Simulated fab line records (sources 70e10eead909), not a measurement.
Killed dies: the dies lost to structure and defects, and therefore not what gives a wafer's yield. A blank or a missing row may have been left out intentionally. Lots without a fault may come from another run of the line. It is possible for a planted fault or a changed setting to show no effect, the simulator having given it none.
fab line records	flow nand_harc
record lots=5	wafers=15	last_day=24
route steps=1159 shown A_M0@1003 A_M1@1026 END@1159
lots that met no fault: from a run of the same line without faults
start_h: hours from the record's first day to the start of the lot's first wafer shown	wait_h: hours elapsed since this lot's preceding step	" unchanged from the row above	L1.1+2: a row that stands for several wafers	- either no value or no given start	* or withheld: withheld	< > ~ a bound
route shown NAME@n: names a module that has steps shown in the file, with the first one's number in the route	usual: mean and standard deviation over wafers with no fault	same: alike in all rows	chamber/n: place in a boat	sites: per-site readings	_std_site: the values' standard deviation	_edge_site: the outer-site mean with the inner-site mean subtracted	radius_mm: how far each site lies from the wafer's centre	mask NAME#n: copy n	behind: the last tool/chamber to shape the wafer	hold: why the lot went on hold/how many hours it stayed there/how the hold came to an end	device: names the non-switching transistor (n, p or np)	end of line: the same wafers' tests at the end of the route	a step given without rows: its recipe and nothing more	killed: dies that structure and defects cost at the first sort, which is not the same as the wafer's yield	map: a wafer's dies, x killed, . not, _ none there
set.NAME: setting as actually run; set.NAME@STEP: the setting as run at that earlier step	model.NAME: the simulator's own value behind a step, which no gauge read
lots at some steps of the route; a table a step, a row a wafer
services: from which hour (start_h, from the record's first day; less than 0 if before it) a tool's chamber was out of use, for how many hours, and why
## steps
# step NHARC_A_M0_DEVELOP_08
# recipe develop_time_s=35	dev_temp_c=23
# step NHARC_A_M0_CD_MEAS_09
# recipe target_cd_nm=80	landing_energy_ev=500
# usual cd_nm=80.2/0.67
lot.wafer	tool	chamber	start_h	wait_h	cd_nm
L453.1	cd_sem-02	0	442.82	-	80.0
L453.3	"	0	"	"	80.2
L453.6	"	0	"	"	79.2
L455.2	cd_sem-03	0	453.20	-	81.5
L455.3	"	0	"	"	80.8
L455.5	"	0	"	"	80.6
L461.3	cd_sem-03	0	509.09	-	80.3
L461.4	"	0	"	"	80.8
L461.6	"	0	"	"	81.6
L465.1	cd_sem-02	0	512.98	-	80.6
L465.2	"	0	"	"	80.4
L465.4	"	0	"	"	80.3
L464.2	cd_sem-01	0	514.32	-	80.1
L464.5	"	0	"	"	79.9
L464.6	"	0	"	"	79.8
# step NHARC_A_M0_OVL_MEAS_10
# recipe pitch_nm=160
# usual overlay_x_nm=-0.1/1	overlay_y_nm=0.0/0.88
lot.wafer	tool	chamber	start_h	wait_h	overlay_x_nm	overlay_y_nm
L453.1	overlay-01	-	442.91	-	1.3	0.6
L453.3	"	-	"	"	2.1	1.0
L453.6	"	-	"	"	2.0	1.0
L455.2	overlay-01	-	453.29	-	0.6	0.8
L455.3	"	-	"	"	1.1	1.0
L455.5	"	-	"	"	1.3	0.7
L461.3	overlay-01	-	509.18	-	1.7	0.2
L461.4	"	-	"	"	1.9	-0.3
L461.6	"	-	"	"	1.3	-0.2
L465.1	overlay-02	-	513.07	-	1.4	-0.3
L465.2	"	-	"	"	0.8	-0.7
L465.4	"	-	"	"	1.2	-0.2
L464.2	overlay-02	-	514.41	-	-0.5	1.0
L464.5	"	-	"	"	-0.5	1.1
L464.6	"	-	"	"	-1.2	1.1
# step NHARC_A_M0_INSPECT_11
# usual raw_defect_count=33/16
lot.wafer	tool	chamber	start_h	wait_h	raw_defect_count
L453.1	defect_inspect-01	-	442.95	0.0	17
L453.3	"	-	"	"	22
L453.6	"	-	"	"	28
L455.2	defect_inspect-02	-	453.32	0.0	17
L455.3	"	-	"	"	11
L455.5	"	-	"	"	8
L461.3	defect_inspect-02	-	509.21	0.0	12
L461.4	"	-	"	"	18
L461.6	"	-	"	"	16
L465.1	defect_inspect-01	-	513.10	0.0	60
L465.2	"	-	"	"	69
L465.4	"	-	"	"	55
L464.2	defect_inspect-02	-	514.44	0.0	18
L464.5	"	-	"	"	22
L464.6	"	-	"	"	15
# step NHARC_A_M0_DESCUM_14
# recipe time_s=3	o2_flow_sccm=200	ar_flow_sccm=0	bias_power_w=0	chemistry=O2
# step NHARC_A_M0_ETCH_34
# recipe target_depth_a=400	overetch_a=120	time_s=43.94	ion_energy_ev=200	n2_flow_sccm=150	h2_flow_sccm=150	ar_flow_sccm=0	rf_w=400	bias_w=150	chemistry=N2/H2
# step NHARC_A_M0_ETCH_15
# recipe target_depth_a=1500	overetch_a=150	time_s=82.5	c4f8_flow_sccm=withheld	ar_flow_sccm=400	rf_w=600	bias_w=300	chemistry=C4F8/Ar
# step NHARC_A_M0_CD_MEAS_16
# usual cd_nm=80.1/0.9
lot.wafer	tool	chamber	start_h	wait_h	cd_nm
L453.1	cd_sem-03	-	443.31	-	80.7
L453.3	"	-	"	"	80.8
L453.6	"	-	"	"	80.7
L455.2	cd_sem-01	-	453.73	-	81.4
L455.3	"	-	"	"	79.4
L455.5	"	-	"	"	81.0
L461.3	cd_sem-01	-	509.58	-	81.0
L461.4	"	-	"	"	80.8
L461.6	"	-	"	"	81.2
L465.1	cd_sem-01	-	513.47	-	80.4
L465.2	"	-	"	"	80.2
L465.4	"	-	"	"	80.4
L464.2	cd_sem-03	-	514.81	-	80.6
L464.5	"	-	"	"	81.2
L464.6	"	-	"	"	78.5
# step NHARC_A_M0_STRIP_18
# recipe power_w=1000	n2_flow_sccm=150	h2_flow_sccm=150	ar_flow_sccm=0	bias_w=0	chemistry=N2/H2
# step NHARC_A_M0_STRIP_19
# recipe time_s=600	temp_c=30	chemistry=post_etch_residue_remover
# step NHARC_A_M0_DEGAS_28
# recipe temp_c=250	time_s=60
# usual heater_power_w=322/33
lot.wafer	tool	chamber	start_h	wait_h	heater_power_w
L453.3	pvd_sputter-01	-	443.94	-	343
L453.1	"	-	"	"	365
L453.6	"	-	"	"	346
L455.2	pvd_sputter-02	-	454.43	-	271
L455.3	"	-	"	"	309
L455.5	"	-	"	"	312
L461.3	pvd_sputter-02	-	510.19	-	267
L461.4	"	-	"	"	324
L461.6	"	-	"	"	311
L465.1	pvd_sputter-03	-	514.15	-	335
L465.2	"	-	"	"	269
L465.4	"	-	"	"	346
L464.2	pvd_sputter-03	-	515.45	-	355
L464.5	"	-	"	"	338
L464.6	"	-	"	"	271
# step NHARC_A_M0_PRE_CLEAN_29
# recipe time_s=30	temp_c=280	gas=H2/He
# step NHARC_A_M0_PVD_20
# recipe target_thk_a=50	bias_v=168.6	power_w=15000	chamber_pressure_pa=0.12	time_s=8.06	substrate_temp_c=50	material=TaN
# usual throttle_valve_pct=30.0/0.73
lot.wafer	tool	chamber	start_h	wait_h	throttle_valve_pct
L453.1	pvd_sputter-01	-	444.06	-	30.3
L453.3	"	-	"	"	29.4
L453.6	"	-	"	"	30.2
L455.2	pvd_sputter-02	-	454.52	-	29.8
L455.3	"	-	"	"	28.7
L455.5	"	-	"	"	29.9
L461.4	pvd_sputter-02	-	510.30	-	28.8
L461.3	"	-	"	"	29.9
L461.6	"	-	"	"	30.7
L465.1	pvd_sputter-03	-	514.26	-	31.0
L465.4	"	-	"	"	29.7
L465.2	"	-	"	"	30.9
L464.2	pvd_sputter-03	-	515.58	-	30.8
L464.6	"	-	"	"	30.3
L464.5	"	-	"	"	29.8
# step NHARC_A_M0_PVD_21
# recipe target_thk_a=300	chamber_pressure_pa=5	power_w=5000	substrate_temp_c=30	time_s=20.49	material=Cu
# usual throttle_valve_pct=30.0/0.77
lot.wafer	tool	chamber	start_h	wait_h	throttle_valve_pct
L453.3	pvd_sputter-01	-	-	-	29.2
L453.1	"	-	"	"	30.2
L453.6	"	-	"	"	32.0
L455.3	pvd_sputter-02	-	-	-	30.3
L455.2	"	-	"	"	30.0
L455.5	"	-	"	"	29.0
L461.3	pvd_sputter-02	-	-	-	30.0
L461.4	"	-	"	"	30.3
L461.6	"	-	"	"	28.7
L465.1	pvd_sputter-03	-	-	-	29.4
L465.2	"	-	"	"	30.6
L465.4	"	-	"	"	30.6
L464.2	pvd_sputter-03	-	-	-	31.0
L464.5	"	-	"	"	30.2
L464.6	"	-	"	"	29.8
# step NHARC_A_M0_ECD_22
# recipe target_thk_a=4000	bath_temp_c=25	material=Cu
# step NHARC_A_M0_ANNEAL_30
# recipe temp_c=225	time_s=90
# step NHARC_A_M0_CMP_23
# recipe t_overpolish_s=20	target_thk_nm=113.75
# usual motor_current_A=11.9/0.88	retaining_ring_pressure_frac=0.999/0.0045	time_to_endpoint_s=29.0/2.6
# same t_overpolish_s=20
lot.wafer	tool	chamber	start_h	wait_h	motor_current_A	retaining_ring_pressure_frac	time_to_endpoint_s
L453.3	cmp-03	0	445.02	-	12.5	0.989	27.9
L453.1	"	3	"	"	11.5	1.000	27.4
L453.6	"	1	"	"	11.9	0.997	27.7
L455.3	cmp-02	3	455.62	-	12.9	0.993	29.6
L455.2	"	0	"	"	10.8	0.995	25.7
L455.5	"	2	"	"	11.7	1.001	29.8
L461.4	cmp-03	1	511.29	-	12.1	0.999	24.3
L461.3	"	3	"	"	12.1	1.002	23.7
L461.6	"	2	"	"	10.6	1.001	25.1
L465.1	cmp-04	0	515.45	-	11.3	1.005	31.6
L465.2	"	1	"	"	11.6	1.001	33.7
L465.4	"	2	"	"	12.0	0.998	32.6
L464.2	cmp-02	3	516.55	-	12.6	0.992	32.1
L464.5	"	3	"	"	12.7	0.997	33.8
L464.6	"	0	"	"	10.0	0.999	31.3
# step NHARC_A_M0_THK_MEAS_24
# recipe thk_meas_gauge=xrf
# usual thk_nm=113.9/1.6
lot.wafer	tool	chamber	start_h	wait_h	thk_nm
L453.1	film_metro-02	-	445.34	-	110.4
L453.3	"	-	"	"	112.5
L453.6	"	-	"	"	113.0
L455.2	film_metro-02	-	455.90	-	112.1
L455.3	"	-	"	"	113.6
L455.5	"	-	"	"	111.9
L461.3	film_metro-02	-	511.61	-	109.8
L461.4	"	-	"	"	109.6
L461.6	"	-	"	"	114.2
L465.1	film_metro-01	-	515.76	-	115.6
L465.2	"	-	"	"	115.2
L465.4	"	-	"	"	114.3
L464.2	film_metro-02	-	516.87	-	117.0
L464.5	"	-	"	"	117.8
L464.6	"	-	"	"	113.8
# step NHARC_A_M0_SRD_25
# step NHARC_A_M0_PRE_CLEAN_31
# recipe time_s=12	temp_c=370	rf_power_w=300	gas=NH3
# step NHARC_A_M0_DEP_32
# recipe target_thk_a=300	temp_c=370	target_thk_nm=30	pressure_torr=3	flow_sccm=200	rf_w=450	material=SiCN
# step NHARC_A_M1_DEP_00
# recipe target_thk_a=1825	target_thk_nm=182.5	temp_c=withheld	pressure_torr=5	flow_sccm=200	rf_w=600	material=SiOC
# step NHARC_A_M1_DEHYDRATE_01
# recipe temp_c=150	time_s=120
# step NHARC_A_M1_HMDS_02
# recipe time_s=30
# step NHARC_A_M1_COAT_34
# recipe temp_c=200	time_s=65
# step NHARC_A_M1_COAT_03
# recipe spin_rpm=1500	resist_thk_nm=90
# step NHARC_A_M1_SOFTBAKE_04
# recipe temp_c=105	time_s=55
# step NHARC_A_M1_EBR_05
# step NHARC_A_M1_EXPOSE_06
# recipe na=1.35	target_cd_nm=120	dose_mj=75.13	mask_id=A_M1
# step NHARC_A_M1_PEB_07
# recipe peb_temp_c=100	peb_time_s=65
# step NHARC_A_M1_DEVELOP_08
# recipe develop_time_s=35	dev_temp_c=23
# step NHARC_A_M1_CD_MEAS_09
# recipe target_cd_nm=120	landing_energy_ev=500
# usual cd_nm=120.3/0.6
lot.wafer	tool	chamber	start_h	wait_h	cd_nm
L453.1	cd_sem-02	0	446.90	-	120.6
L453.3	"	0	"	"	119.8
L453.6	"	0	"	"	120.0
L455.2	cd_sem-01	0	457.49	-	120.2
L455.3	"	0	"	"	120.0
L455.5	"	0	"	"	119.5
L461.3	cd_sem-02	0	513.35	-	120.2
L461.4	"	0	"	"	120.0
L461.6	"	0	"	"	119.2
L465.1	cd_sem-03	0	517.40	-	120.4
L465.2	"	0	"	"	119.1
L465.4	"	0	"	"	120.7
L464.2	cd_sem-01	0	519.47	-	121.3
L464.5	"	0	"	"	120.0
L464.6	"	0	"	"	120.9
# step NHARC_A_M1_OVL_MEAS_10
# recipe pitch_nm=240
# usual overlay_x_nm=-0.1/0.89	overlay_y_nm=0.2/1
lot.wafer	tool	chamber	start_h	wait_h	overlay_x_nm	overlay_y_nm
L453.1	overlay-02	-	446.99	-	-0.9	-2.1
L453.3	"	-	"	"	-1.1	-2.3
L453.6	"	-	"	"	-1.1	-2.5
L455.2	overlay-01	-	457.58	-	-0.6	-1.0
L455.3	"	-	"	"	0.2	-0.8
L455.5	"	-	"	"	0.1	-0.8
L461.3	overlay-02	-	513.43	-	-0.3	0.8
L461.4	"	-	"	"	0.6	0.6
L461.6	"	-	"	"	-0.2	0.0
L465.1	overlay-01	-	517.49	-	0.3	0.7
L465.2	"	-	"	"	0.1	1.0
L465.4	"	-	"	"	-0.2	1.3
L464.2	overlay-02	-	519.55	-	0.7	-0.8
L464.5	"	-	"	"	1.0	-0.8
L464.6	"	-	"	"	1.0	-0.8
# step NHARC_A_M1_DESCUM_14
# recipe time_s=3	o2_flow_sccm=200	ar_flow_sccm=0	bias_power_w=0	chemistry=O2
# step NHARC_A_M1_ETCH_35
# recipe target_depth_a=400	overetch_a=120	time_s=43.94	ion_energy_ev=200	n2_flow_sccm=150	h2_flow_sccm=150	ar_flow_sccm=0	rf_w=400	bias_w=150	chemistry=N2/H2
# step NHARC_A_M1_ETCH_15
# recipe target_depth_a=1825	time_s=91.2	c4f8_flow_sccm=withheld	ar_flow_sccm=400	rf_w=600	bias_w=300	chemistry=C4F8/Ar
# step NHARC_A_M1_CD_MEAS_16
# usual cd_nm=120.3/0.9
lot.wafer	tool	chamber	start_h	wait_h	cd_nm
L453.1	cd_sem-03	-	447.39	-	120.0
L453.3	"	-	"	"	121.3
L453.6	"	-	"	"	120.7
L455.2	cd_sem-02	-	457.98	-	119.2
L455.3	"	-	"	"	119.7
L455.5	"	-	"	"	119.1
L461.3	cd_sem-02	-	513.84	-	119.3
L461.4	"	-	"	"	120.1
L461.6	"	-	"	"	118.1
L465.1	cd_sem-02	-	517.90	-	119.8
L465.2	"	-	"	"	119.4
L465.4	"	-	"	"	120.3
L464.2	cd_sem-03	-	519.96	-	119.7
L464.5	"	-	"	"	119.8
L464.6	"	-	"	"	120.4
# step NHARC_A_M1_STRIP_18
# recipe power_w=1000	n2_flow_sccm=150	h2_flow_sccm=150	ar_flow_sccm=0	bias_w=0	chemistry=N2/H2
# usual drypump_motor_current_A=5.7/0.47	oes_product_au=0.999/0.008	rf_fwd_power_W=998/3.1	rf_vpp_V=90.7/1	showerhead_plenum_p_Torr=2.06/0.1	throttle_valve_pct=14.172/0.0086
lot.wafer	tool	chamber	start_h	wait_h	drypump_motor_current_A	oes_product_au	rf_fwd_power_W	rf_hours_counter_h	rf_vpp_V	showerhead_plenum_p_Torr	throttle_valve_pct
L453.3	rie_diel-12	2	447.49	0.1	5.8	0.990	998	6	92.1	2.20	14.185
L453.1	"	0	"	"	6.5	0.993	996	6	91.6	2.20	14.175
L453.6	"	1	"	"	6.2	1.000	998	-	91.3	2.18	14.172
L455.3	rie_diel-07	3	458.05	0.1	6.3	1.000	997	1	89.9	1.90	14.173
L455.2	"	0	"	"	5.7	1.002	996	2	91.4	2.07	14.172
L455.5	"	3	"	"	6.3	0.996	997	-	89.9	1.90	14.189
L461.3	rie_diel-10	0	513.93	0.1	5.2	0.997	999	3	89.6	1.92	14.174
L461.4	"	1	"	"	5.5	0.990	1002	4	90.4	1.96	14.178
L461.6	"	0	"	"	5.2	0.998	995	-	90.6	1.92	14.169
L465.1	rie_diel-10	1	517.97	0.1	5.5	0.993	999	4	90.3	1.96	14.159
L465.2	"	2	"	"	5.3	1.012	998	4	91.9	2.18	14.170
L465.4	"	0	"	"	5.2	1.008	995	3	89.0	1.92	14.165
L464.2	rie_diel-12	1	520.03	0.1	6.3	1.002	1001	11	91.0	2.18	14.178
L464.5	"	1	"	"	6.3	0.997	1004	-	91.5	2.18	14.184
L464.6	"	2	"	"	5.8	0.985	994	-	90.6	2.20	14.162
# step NHARC_A_M1_ETCH_28
# recipe target_depth_a=300	over_etch_frac=0.3	time_s=72.99	ion_energy_ev=150	cf4_flow_sccm=50	n2_flow_sccm=100	ar_flow_sccm=150	rf_w=300	bias_w=100	chemistry=CF4/N2
# usual drypump_motor_current_A=5.7/0.47	oes_product_au=0.998/0.0079	rf_fwd_power_W=298.0/0.88	rf_vpp_V=314.5/2.2	showerhead_plenum_p_Torr=2.65/0.13	throttle_valve_pct=19.795/0.0089
lot.wafer	tool	chamber	start_h	wait_h	drypump_motor_current_A	oes_product_au	rf_fwd_power_W	rf_hours_counter_h	rf_vpp_V	showerhead_plenum_p_Torr	throttle_valve_pct
L453.1	rie_diel-12	1	-	-	6.3	1.001	299.1	6	317.6	2.79	19.788
L453.3	"	0	"	"	6.5	0.998	297.1	6	317.0	2.81	19.809
L453.6	"	1	"	"	6.3	1.000	300.2	-	318.0	2.79	19.795
L455.3	rie_diel-07	1	-	-	4.9	1.012	298.2	2	315.7	2.66	19.802
L455.2	"	0	"	"	5.7	0.993	298.5	2	314.5	2.67	19.790
L455.5	"	2	"	"	5.7	0.993	297.4	-	314.5	2.67	19.803
L461.3	rie_diel-10	2	-	-	5.3	1.005	297.2	4	316.7	2.79	19.792
L461.4	"	0	"	"	5.2	0.994	298.7	3	311.8	2.49	19.807
L461.6	"	3	"	"	5.9	0.997	297.9	-	314.1	2.65	19.808
L465.1	rie_diel-10	2	-	-	5.3	0.992	299.2	4	316.6	2.79	19.802
L465.2	"	3	"	"	5.9	1.010	297.4	4	315.0	2.65	19.798
L465.4	"	0	"	"	5.2	1.003	298.5	3	313.2	2.49	19.796
L464.2	rie_diel-12	2	-	-	5.8	0.990	297.9	11	317.3	2.81	19.799
L464.5	"	0	"	"	6.5	0.989	297.5	-	317.5	2.81	19.791
L464.6	"	1	"	"	6.2	0.999	297.3	-	317.3	2.79	19.793
# step NHARC_END_SORT_01
# recipe temp_c=25
# usual defect_limited_yield=95.3/1.7	killed_at_array=28/11	killed_at_other=0.5/0.85	killed_at_periphery=2.7/1.9	killed_dies=32/12	killed_open=3.3/1.6	killed_short=2.1/1.5	sort_bin_2_pct=1.5/0.71	sort_bin_3_pct=0.25/0.23	sort_bin_4_pct=3.0/1.1	sort_n_pass=645/12	sort_rim_yield_pct=95/3.1	sort_yield_pct=95.3/1.7
# same gross_dies=677	sort_bin_5_pct[%]=0	sort_bin_6_pct[%]=0	sort_bin_7_pct[%]=0	sort_bin_8_pct[%]=0	sort_rim_n_gross=106.00
lot.wafer	tool	chamber	start_h	wait_h	defect_limited_yield[%]	killed_at_array	killed_at_other	killed_at_periphery	killed_dies	killed_open	killed_short	sort_bin_2_pct[%]	sort_bin_3_pct[%]	sort_bin_4_pct[%]	sort_n_pass	sort_rim_yield_pct[%]	sort_yield_pct[%]
L455.2	prober-02	0	494.06	2.8	96.2	21	1	4	26	3	4	1.5	0.15	2.2	651	96	96.2
L455.3	prober-02	0	494.86	3.1	97.3	15	1	2	18	2	0	0.9	0.15	1.6	659	96	97.3
L455.5	prober-02	0	496.47	3.7	97.2	16	0	3	19	4	3	0.4	0	2.4	658	96	97.2
L461.6	prober-01	0	560.24	4.0	88.0	80	1	0	81	2	3	6.1	3.10	2.8	596	85	88.0
# killed by level:class
L455.2 A_CONTACT:chamber_film_flake=4 P_GATE:chamber_film_flake=3 A_CHANNEL_HOLE_D1:chamber_film_flake=3 A_STAIRCASE:chamber_film_flake=3 A_SOURCE_PLATE:geometric_particle:short=2 A_WL_FILL:geometric_particle:short=2 A_WL_FILL:geometric_particle:open=2 A_WL_FILL:chamber_film_flake=2
L455.3 A_BONDPAD:chamber_film_flake=4 A_CHANNEL_HOLE_D1:chamber_film_flake=3 A_CONTACT:chamber_film_flake=3 A_M0:geometric_particle:open=2 P_GATE:chamber_film_flake=2 A_CHANNEL_FILL_D1:chamber_film_flake=1 A_SLIT:chamber_film_flake=1 A_WL_FILL:chamber_film_flake=1
L455.5 A_CONTACT:chamber_film_flake=6 A_BONDPAD:chamber_film_flake=3 P_CONTACT:geometric_particle:open=2 A_WL_FILL:geometric_particle:short=2 A_CHANNEL_HOLE_D1:chamber_film_flake=2 P_GATE:geometric_particle:short=1 A_SOURCE_PLATE:geometric_particle:open=1 A_WL_FILL:geometric_particle:open=1
L461.6 A_M0:unspecified=65 A_CHANNEL_HOLE_D1:chamber_film_flake=4 A_STAIRCASE:chamber_film_flake=3 A_CHANNEL_FILL_D1:geometric_particle:short=1 A_SGD_CUT:geometric_particle:open=1 A_WL_FILL:geometric_particle:short=1 A_CONTACT:geometric_particle:open=1 STARTING-WAFER:geometric_particle:short=1
# map L461.6 (x killed, . not)
____________.____________
_________......._________
_______........x.._______
______.............______
_____..........x...._____
____.................____
____.................____
___...................___
___x..................___
__.....................__
__............x........__
_......................._
_......................._
_......................._
_......................._
_......................._
.........................
.........................
........x.......x........
..........x..............
..........x..............
_......................._
_.......x.x..x.........._
_......................._
_......................._
_...........x..........._
__.....x..xxx.x........__
__......xxx............__
___.....xx.xx.........___
___....xxxxxxx........___
____..xxxxxxxxxx.....____
____...xxxxxx.xx.....____
_____.xxxxxxxx......_____
______xxxxxxxx.....______
_______xxxxxxxx..._______
_________xxxxxxx_________
____________x____________
# map L455.2 (x killed, . not)
____________.____________
_________......._________
_______..........._______
______.............______
_____..............._____
____.................____
____....x............____
___...................___
___...................___
__.x...................__
__.....................__
_......................._
_.................xx...._
_...................x..._
_.x....................._
_..x...................x_
........................x
.xx......................
.x.x.......x.............
.........................
.............x...........
_......................._
_......................._
_......................._
_.........x.......x....._
_...................x..x_
__.................x...__
__...........x..x......__
___...................___
___...................___
____........x........____
____.................____
_____.......x......._____
______......x......______
_______........x.._______
_________......._________
____________.____________
## services
tool	chamber	start_h	hours	kind
rie_diel-10	0	421.64	12.1	repair
cmp-02	-	424.11	4.0	pm
cmp-02	-	430.19	5.5	repair
rie_diel-07	1	434.86	5.7	repair
rie_diel-10	0	436.00	-	clean
rie_diel-10	1	436.00	-	clean
rie_diel-10	2	436.00	-	clean
rie_diel-10	3	436.00	-	clean
cmp-02	-	446.19	0.7	repair
cmp-03	-	449.40	11.6	repair
rie_diel-07	-	454.25	0.5	repair
pvd_sputter-03	-	458.00	10.0	pm
rie_diel-10	0	469.51	3.1	repair
rie_diel-10	0	476.35	1.3	repair
rie_diel-07	-	476.56	0.8	repair
cmp-03	-	479.16	4.0	pm
pvd_sputter-02	-	487.12	0.6	repair
cmp-04	-	497.07	4.0	pm
cmp-02	-	501.12	0.5	repair
rie_diel-07	-	503.83	0.5	repair
cmp-02	-	506.90	3.2	repair
pvd_sputter-03	-	509.94	3.9	repair
cmp-03	-	512.19	2.0	repair
pvd_sputter-01	-	514.00	10.0	pm
## key
first_sign step=NHARC_END_SORT_01	reading=killed_at_array	direction=up	sigmas=4.5	usual=28	struck=80
effect step=NHARC_END_SORT_01	reading=defect_limited_yield	direction=down	sigmas=4.2	usual=95.3	struck=88.0
more_kills_born_at NHARC_A_M0_PVD_20@pvd_sputter-02=65
met_at NHARC_A_M0_PVD_20
struck_wafers L461.6
fault kind=chamber_particle_source	tool=pvd_sputter-02	chamber=-	onset_h=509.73	steps=NHARC_A_M0_PVD_20	rate_per_visit_cm2=1.5094	end_h=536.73	scope=struck_wafers_only
